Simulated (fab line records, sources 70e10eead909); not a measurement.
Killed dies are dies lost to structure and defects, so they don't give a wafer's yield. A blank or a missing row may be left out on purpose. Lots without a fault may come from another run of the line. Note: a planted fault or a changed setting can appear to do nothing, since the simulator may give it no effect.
fab line records    flow nandHarc    part 2 of 2: steps 28 to 41 of 41
[record] lots = 5  wafers = 15  lastDay = 28
route steps=1302 shown P_STI@82 P_GATE@110
lots that met no fault: taken from a fault-free run of the same line
startH: hours from the record's opening day to when the first of the lot's shown wafers began    waitH: hours elapsed since this lot's preceding step    " same as the row above    L1.1+2: several wafers, shown together as one row    - no value present, or no start provided    * or withheld: withheld    < > ~ a bound
route shown NAME@n: a module of which the file shows steps, and the number in the route of the first    usual: average and standard deviation across the fault-free wafers    same: alike in all rows    chamber/n: place in a boat    sites: per-site readings    _std_site: the values' standard deviation    _edge_site: mean of outer sites minus mean of inner sites    radiusMm: how far each site lies from the wafer's centre    mask NAME#n: copy n    behind: the tool/chamber that last shaped the wafer    hold: why the lot was held/for how many hours/how that ended    device: which transistor (n, p or np) failed to switch    end of line: the tests these same wafers got at the end of their route    a step with no rows: only its recipe    killed: the dies lost at the first sort to structure and to defects; this is not the yield of the wafer    map: the dies of a wafer, with x for killed, . for not killed, _ for no die there
set.NAME: the setting that was run; set.NAME@STEP: the one run at that earlier step    model.NAME: the simulator's own value behind a step, which no gauge read
lots at some steps of the route; a table a step, a row a wafer
services: a tool's chamber out of use, with start hour (startH, from the record's first day; less than 0 if before it), hours out, and reason
[[steps]]
[step NHARC_P_GATE_ETCH_69]
[recipe] targetDepthA = 140  chemistry = dHF  material = SiO2
lot.wafer   tool         chamber  startH  waitH
L076.3+6+1  wetBench-06  7,1,3    90.71   0.1
L081.1+3+2  wetBench-05  0,2,4    142.22  0.1
L082.1+3+6  wetBench-06  4,5,0    161.67  0.1
L084.6+5+3  wetBench-05  5,0,1    179.66  0.1
L087.4+1+5  wetBench-09  2,4,6    203.62  0.1
[step NHARC_P_GATE_PRECLEAN_70]
[recipe] timeS = *  tempC = 50  bathAgeMin = 0  chemistry = SC1
lot.wafer   tool         chamber  startH  waitH
L076.3+6+1  wetBench-06  7,1,3    90.79   0.1
L081.1+3+2  wetBench-05  0,2,4    142.33  0.1
L082.1+3+6  wetBench-06  4,5,0    161.75  0.1
L084.6+5+3  wetBench-05  5,0,1    179.74  0.1
L087.4+1+5  wetBench-09  2,4,6    203.70  0.1
[step NHARC_P_GATE_SRD_01]
lot.wafer   tool         chamber  startH  waitH
L076.3+6+1  wetBench-06  7,1,3    -       -
L081.1+3+2  wetBench-05  0,2,4    -       -
L082.1+3+6  wetBench-06  4,5,0    -       -
L084.6+5+3  wetBench-05  5,0,1    -       -
L087.4+1+5  wetBench-09  2,4,6    -       -
[step NHARC_P_GATE_OXIDE_02]
[recipe] targetThkA = 375  tempC = 950  pH2oTorr = 720  oxTimeS = 365  material = SiO2
[usual] spikeTcUpperC = 950.8/2  zonePowerUpperPct = 21.0/1.7
lot.wafer  tool        chamber  startH  waitH  spikeTcUpperC  zonePowerUpperPct
L076.1     furnace-07  0        95.53   -      949.1          19.5
L076.3     "           0        "       "      948.2          19.4
L076.6     "           0        "       "      949.5          19.5
L081.1     furnace-07  0        146.55  -      948.5          19.7
L081.2     "           0        "       "      949.8          19.3
L081.3     "           0        "       "      948.0          19.8
L082.1     furnace-07  0        164.96  -      947.5          19.3
L082.3     "           0        "       "      949.3          19.4
L082.6     "           0        "       "      948.3          19.4
L084.3     furnace-06  0        183.08  -      950.9          24.1
L084.5     "           0        "       "      950.5          23.6
L084.6     "           0        "       "      950.3          24.0
L087.1     furnace-02  0        207.98  -      952.6          21.1
L087.4     "           0        "       "      953.5          21.0
L087.5     "           0        "       "      952.1          21.3
[step NHARC_P_GATE_DEHYDRATE_03]
[recipe] tempC = 150  timeS = 120
[usual] heaterPowerTotalW = 182.4/1.2
lot.wafer  tool           chamber  startH  waitH  heaterPowerTotalW
L076.1     lithoTrack-02  0        100.09  0.4    181.0
L076.3     "              0        "       "      180.6
L076.6     "              0        "       "      181.7
L081.1     lithoTrack-02  0        151.06  0.4    181.0
L081.2     "              0        "       "      184.2
L081.3     "              0        "       "      183.4
L082.1     lithoTrack-03  0        169.48  0.4    183.2
L082.3     "              0        "       "      182.9
L082.6     "              0        "       "      182.7
L084.3     lithoTrack-07  0        187.59  0.4    184.6
L084.5     "              0        "       "      183.1
L084.6     "              0        "       "      182.2
L087.1     lithoTrack-02  0        212.62  0.4    181.2
L087.4     "              0        "       "      183.0
L087.5     "              0        "       "      182.6
[step NHARC_P_GATE_HMDS_04]
[recipe] timeS = 30
lot.wafer   tool           chamber  startH  waitH
L076.1+3+6  lithoTrack-02  0        -       -
L081.1+2+3  lithoTrack-02  0        -       -
L082.1+3+6  lithoTrack-03  0        -       -
L084.3+5+6  lithoTrack-07  0        -       -
L087.1+4+5  lithoTrack-02  0        -       -
[step NHARC_P_GATE_COAT_05]
[recipe] spinRpm = 4690
lot.wafer   tool           chamber  startH  waitH
L076.1+3+6  lithoTrack-02  0        -       -
L081.1+2+3  lithoTrack-02  0        -       -
L082.1+3+6  lithoTrack-03  0        -       -
L084.3+5+6  lithoTrack-07  0        -       -
L087.1+4+5  lithoTrack-02  0        -       -
[step NHARC_P_GATE_SOFTBAKE_06]
[recipe] tempC = 122  timeS = 95
[usual] heaterPowerTotalW = 160.1/0.47
lot.wafer  tool           chamber  startH  waitH  heaterPowerTotalW
L076.1     lithoTrack-02  0        -       -      160.7
L076.3     "              0        "       "      160.0
L076.6     "              0        "       "      160.6
L081.1     lithoTrack-02  0        -       -      160.6
L081.2     "              0        "       "      159.7
L081.3     "              0        "       "      160.6
L082.1     lithoTrack-03  0        -       -      160.7
L082.3     "              0        "       "      159.6
L082.6     "              0        "       "      159.9
L084.3     lithoTrack-07  0        -       -      159.5
L084.5     "              0        "       "      159.8
L084.6     "              0        "       "      160.7
L087.1     lithoTrack-02  0        -       -      159.8
L087.4     "              0        "       "      159.3
L087.5     "              0        "       "      159.5
[step NHARC_P_GATE_EBR_07]
lot.wafer   tool           chamber  startH  waitH
L076.1+3+6  lithoTrack-02  0        -       -
L081.1+2+3  lithoTrack-02  0        -       -
L082.1+3+6  lithoTrack-03  0        -       -
L084.3+5+6  lithoTrack-07  0        -       -
L087.1+4+5  lithoTrack-02  0        -       -
[step NHARC_P_GATE_EXPOSE_08]
[recipe] na = 0.6  doseMj = 16.75  maskId = P_HV
lot.wafer   tool           chamber  startH  waitH  mask
L076.1+3+6  krfScanner-02  0        100.24  -      P_HV#0
L081.1+2+3  krfScanner-01  0        151.33  -      P_HV#0
L082.1+3+6  krfScanner-01  0        169.63  -      P_HV#0
L084.3+5+6  krfScanner-01  0        188.02  -      P_HV#0
L087.1+4+5  krfScanner-03  0        212.89  -      P_HV#0
[step NHARC_P_GATE_PEB_09]
[recipe] pebTempC = 118  pebTimeS = 85
[usual] heaterPowerTotalW = 163.97/0.26
lot.wafer  tool           chamber  startH  waitH  heaterPowerTotalW
L076.1     lithoTrack-02  0        100.30  0.1    164.20
L076.3     "              0        "       "      163.68
L076.6     "              0        "       "      163.66
L081.1     lithoTrack-02  0        151.39  0.1    164.01
L081.2     "              0        "       "      163.70
L081.3     "              0        "       "      163.74
L082.1     lithoTrack-07  0        169.70  0.1    163.72
L082.3     "              0        "       "      163.69
L082.6     "              0        "       "      163.69
L084.3     lithoTrack-03  0        188.08  0.1    164.41
L084.5     "              0        "       "      164.29
L084.6     "              0        "       "      163.77
L087.1     lithoTrack-03  0        212.96  0.1    163.81
L087.4     "              0        "       "      164.41
L087.5     "              0        "       "      164.28
[step NHARC_P_GATE_DEVELOP_10]
[recipe] timeS = 70
lot.wafer   tool           chamber  startH  waitH
L076.1+3+6  lithoTrack-02  0        -       -
L081.1+2+3  lithoTrack-02  0        -       -
L082.1+3+6  lithoTrack-07  0        -       -
L084.3+5+6  lithoTrack-03  0        -       -
L087.1+4+5  lithoTrack-03  0        -       -
[step NHARC_P_GATE_CD_MEAS_11]
[recipe] targetCdNm = 1640  landingEnergyEv = 500
[usual] cdNm = 1639.4/1.3
lot.wafer  tool      chamber  startH  waitH  cdNm
L076.1     cdSem-01  0        100.40  -      1640.6
L076.3     "         0        "       "      1639.4
L076.6     "         0        "       "      1641.4
L081.1     cdSem-02  0        151.48  -      1638.7
L081.2     "         0        "       "      1638.3
L081.3     "         0        "       "      1639.9
L082.1     cdSem-02  0        169.79  -      1639.5
L082.3     "         0        "       "      1638.1
L082.6     "         0        "       "      1636.3
L084.3     cdSem-01  0        188.17  -      1641.6
L084.5     "         0        "       "      1641.0
L084.6     "         0        "       "      1642.1
L087.1     cdSem-01  0        213.05  -      1638.9
L087.4     "         0        "       "      1641.8
L087.5     "         0        "       "      1640.0
[step NHARC_P_GATE_HARDBAKE_12]
[recipe] tempC = 125  timeS = 80
[usual] heaterPowerTotalW = 184.0/0.73
lot.wafer  tool           chamber  startH  waitH  heaterPowerTotalW
L076.1     lithoTrack-07  0        100.48  -      184.8
L076.3     "              0        "       "      182.8
L076.6     "              0        "       "      185.0
L081.1     lithoTrack-07  0        151.56  -      183.0
L081.2     "              0        "       "      185.0
L081.3     "              0        "       "      184.9
L082.1     lithoTrack-07  0        169.87  -      184.5
L082.3     "              0        "       "      183.2
L082.6     "              0        "       "      184.6
L084.3     lithoTrack-02  0        188.25  -      182.8
L084.5     "              0        "       "      184.8
L084.6     "              0        "       "      182.8
L087.1     lithoTrack-02  0        213.13  -      184.6
L087.4     "              0        "       "      183.3
L087.5     "              0        "       "      183.6
[[services]]
tool           chamber  startH  hours  kind
wetBench-01    -        49.98   12.5   repair
lithoTrack-02  -        52.00   7.0    pm
rieDiel-11     -        56.21   1.7    repair
wetBench-02    -        63.14   2.3    repair
wetBench-02    -        68.01   8.0    pm
rieSi-06       -        72.00   9.0    pm
lithoTrack-07  -        76.00   7.0    pm
rieDiel-11     -        78.50   9.0    pm
krfScanner-01  -        82.05   0.4    repair
wetBench-05    -        84.80   8.0    pm
rieDiel-07     1        85.78   13.2   repair
rieDiel-13     2        94.79   2.3    repair
lithoTrack-03  -        100.00  7.0    pm
wetBench-01    -        101.60  8.0    pm
furnace-05     -        117.90  26.0   pm
rieDiel-11     3        126.96  11.7   repair
rieDiel-13     3        131.90  4.5    repair
rieDiel-11     2        141.58  14.5   repair
rieDiel-13     -        165.00  9.0    pm
hdpcvd-01      -        185.00  13.0   pm
wetBench-06    -        193.60  8.0    pm
rieDiel-13     3        200.01  6.2    repair
wetBench-03    -        210.40  8.0    pm
hdpcvd-01      -        211.94  12.4   repair
